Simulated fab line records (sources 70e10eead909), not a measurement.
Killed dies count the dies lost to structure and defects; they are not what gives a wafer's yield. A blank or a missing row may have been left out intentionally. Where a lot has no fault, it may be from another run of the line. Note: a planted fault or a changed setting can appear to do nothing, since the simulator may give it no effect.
A lot that was struck, set against a sound lot -- flow nand-harc -- 36 out of 1159 route steps
Sound: these wafers, L765.1, L765.2, L765.3. Struck: wafers L773.3, L773.6. (L773.2 of the same lot was not struck and is left out.) The cause comes at the end.
For every step that has rows: the tool of each side, followed by ch and its chambers, followed by its first start. Under that, the readings that differ: sound wafers -- struck wafers -- difference of the means -- sigmas: that difference in standard deviations of wafers without a fault.
alike: readings whose means differ by less than 2 such deviations, and words and numbers that are the same on both sides. not compared: withheld readings, readings that some wafer has no value for, bounds like >300 that may hide the same value, and numbers for which the record gives no deviation and whose values overlap.
The two part at a step that has a row with sigmas, a row that says differs or no value, or rows on one side only. Numbers that don't overlap but have no deviation are shown without sigmas and don't part them. A reading that every wafer of one side lacks parts them only if that side has two wafers or more.

first, 3 steps without rows for these wafers: NHARC_A_WL_FILL_CVD_03 (deposits W, target thk 40 nm, time 3302 s); NHARC_A_WL_FILL_ETCHBACK_04 (etches the open film in NF3, target depth 60 nm, time 120 s); NHARC_A_WL_FILL_ETCHBACK_05 (etches the open film in Cl2/BCl3, target depth 22 nm, time 60 s).
NHARC_A_WL_FILL_STRIP_27: strips in N2/H2, time 20 s.
  sound on plasma-asher-02 ch 0,1, day 14 16:52; struck on plasma-asher-02 ch 1, day 17 11:20
  alike: drypump-motor-current-A, heater-power-w
  not compared: rf-hours-counter-h
then, 5 steps without rows for these wafers: NHARC_A_WL_FILL_STRIP_28 (strips in post etch residue remover, time 1200 s); NHARC_A_WL_FILL_PRECLEAN_06 (cleans in DIW, time 300 s); NHARC_A_WL_FILL_SRD_07; NHARC_A_WL_FILL_ANNEAL_08 (time 1800 s); NHARC_A_WL_FILL_ALD_10 (deposits SiO2, target thk 50 nm, pulse time 10 s, ald cycles 500).
NHARC_A_WL_FILL_ETCHBACK_16: etches the open film in C4F8/O2/Ar, target depth 88 nm, time 17.6 s.
  sound: rie-diel-08 ch 0,1,2; struck: rie-diel-08 ch 1,2
  alike: oes-product-au, rf-fwd-power-W, rf-vpp-V
  not compared: rf-hours-counter-h
NHARC_A_WL_FILL_STRIP_29: strips in O2, time 20 s.
  sound on rie-diel-08 ch 0,1,2, day 15 04:29; struck on rie-diel-08 ch 0, day 18 00:51
  alike: drypump-motor-current-A, oes-product-au, rf-vpp-V, showerhead-plenum-p-Torr, throttle-valve-pct
  not compared: rf-hours-counter-h
NHARC_A_WL_FILL_ETCHBACK_17: etches the open film in Cl2/BCl3, target depth 4 nm, time 26.7 s.
  sound on rie-metal-02 ch 0,1, day 15 04:34; struck on rie-metal-03 ch 1, day 18 00:57
  alike: drypump-motor-current-A, oes-product-au
  not compared: rf-hours-counter-h
then, 7 steps without rows for these wafers: NHARC_A_WL_FILL_PRECLEAN_18 (cleans in dHF, time 30 s); NHARC_A_WL_FILL_SRD_21; NHARC_A_WL_FILL_CVD_23 (deposits poly-Si, target thk 40 nm, time 800 s); NHARC_A_WL_FILL_ETCHBACK_26 (etches the open film in HBr, target depth 52 nm, time 13.3 s); NHARC_A_WL_FILL_PRECLEAN_30 (cleans in dHF, time 10 s); NHARC_A_WL_FILL_SRD_14; NHARC_A_WL_FILL_ALD_19 (deposits TiN, target thk 2 nm, pulse time 3 s, ald cycles 100).
NHARC_A_WL_FILL_CVD_20: deposits W, target thk 75 nm, time 5064 s.
  sound: cvd-w-02 ch 0,1; struck: cvd-w-01 ch 0
  alike: heater-power-outer-w, heater-power-w, mfc-h2-sccm, throttle-valve-pct
NHARC_A_WL_FILL_CMP_12: polishes, t overpolish 30 s, target thk 75 nm.
  sound on cmp-04 ch 0,2,3, day 15 14:52; struck on cmp-02 ch 0,1, day 18 13:14
  alike: edge-zone-pressure-frac, motor-current-A, overpolish-run-s, slurry-filter-dp-kPa, time-to-endpoint-s
then, 14 steps without rows for these wafers: NHARC_A_WL_FILL_SRD_31; NHARC_A_CONTACT_DEP_24 (deposits SiO2, target thk 500 nm); NHARC_A_CONTACT_DEP_28 (deposits aC, target thk 3600 nm); NHARC_A_CONTACT_DEP_29 (deposits SiON, target thk 70 nm); NHARC_A_CONTACT_DEHYDRATE_32 (time 120 s); NHARC_A_CONTACT_HMDS_33 (time 30 s); NHARC_A_CONTACT_COAT_34 (time 75 s); NHARC_A_CONTACT_COAT_35 (time 65 s); NHARC_A_CONTACT_COAT_36 (resist thk 90 nm); NHARC_A_CONTACT_SOFTBAKE_37 (time 55 s); NHARC_A_CONTACT_EBR_38; NHARC_A_CONTACT_EXPOSE_39 (exposes mask A CC 3); NHARC_A_CONTACT_PEB_40 (peb time 65 s); NHARC_A_CONTACT_DEVELOP_41 (develop time 35 s).
-- break in the record here, with 3 days between the starts of the struck wafers on either side (left off in module A_CONTACT, picked up again in module END, where the first step shown is number 1159 on the route) --
NHARC_END_SORT_01:
  here the record holds rows for the struck wafers (prober-02 ch 0, day 21 11:23) but none for the sound ones

WHERE THEY PART
At NHARC_END_SORT_01 and nowhere else, as far as this record goes.

WHY: what had been put in by the simulator
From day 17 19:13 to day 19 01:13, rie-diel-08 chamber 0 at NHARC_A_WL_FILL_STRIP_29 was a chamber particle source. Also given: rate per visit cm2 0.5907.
